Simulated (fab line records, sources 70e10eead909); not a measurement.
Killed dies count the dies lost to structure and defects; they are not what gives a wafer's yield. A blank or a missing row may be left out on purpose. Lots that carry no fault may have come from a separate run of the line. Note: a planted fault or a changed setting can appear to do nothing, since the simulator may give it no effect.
Chamber matching -- flow nand_harc -- NHARC_A_WL_FILL_ETCHBACK_26 on rie_si-05: 4 sister chambers
The step etches the open film in HBr, target depth 52 nm, time 13.3 s. 4 wafers are shown with their chamber, then 7 later ones without.

## EACH WAFER AND ITS CHAMBER
wafer,chamber,drypump_motor_current_A (A)
L584.5,3,5.9
L597.2,0,5.4
L599.2,1,6.1
L599.3,2,5.8

## WAFERS MISSING THEIR CHAMBER
wafer,drypump_motor_current_A (A)
L599.6,6.1
L600.2,6.0
L600.3,6.1
L600.4,5.8
L601.1,6.0
L601.2,5.8
L601.4,6.1

## EACH ONE'S CHAMBER
wafer,from the rows above,in truth
L599.6,1,1
L600.2,can't be placed: 1 or 3 or 2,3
L600.3,1,1
L600.4,can't be placed: 2 or 3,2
L601.1,can't be placed: 1 or 3 or 2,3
L601.2,can't be placed: 2 or 3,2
L601.4,1,1
Placed correctly: 3 of 7. These rows do not allow placing 4 (true chamber among the candidates in 4). Placed wrongly: 0.
How it was worked out, from the rows above alone: a wafer's distance from a chamber is the root of the sum, over the readings, of the square of ((its reading less the chamber's mean) divided by the reading's scatter). If the next closest chamber is less than 2 further off than the closest, the wafer can't be placed; otherwise it belongs to the closest. Each chamber's mean is taken over the wafers shown for it. The scatter: with one shown wafer a chamber, the root of the mean of the squares of how far each hidden wafer lies from its nearest shown one.
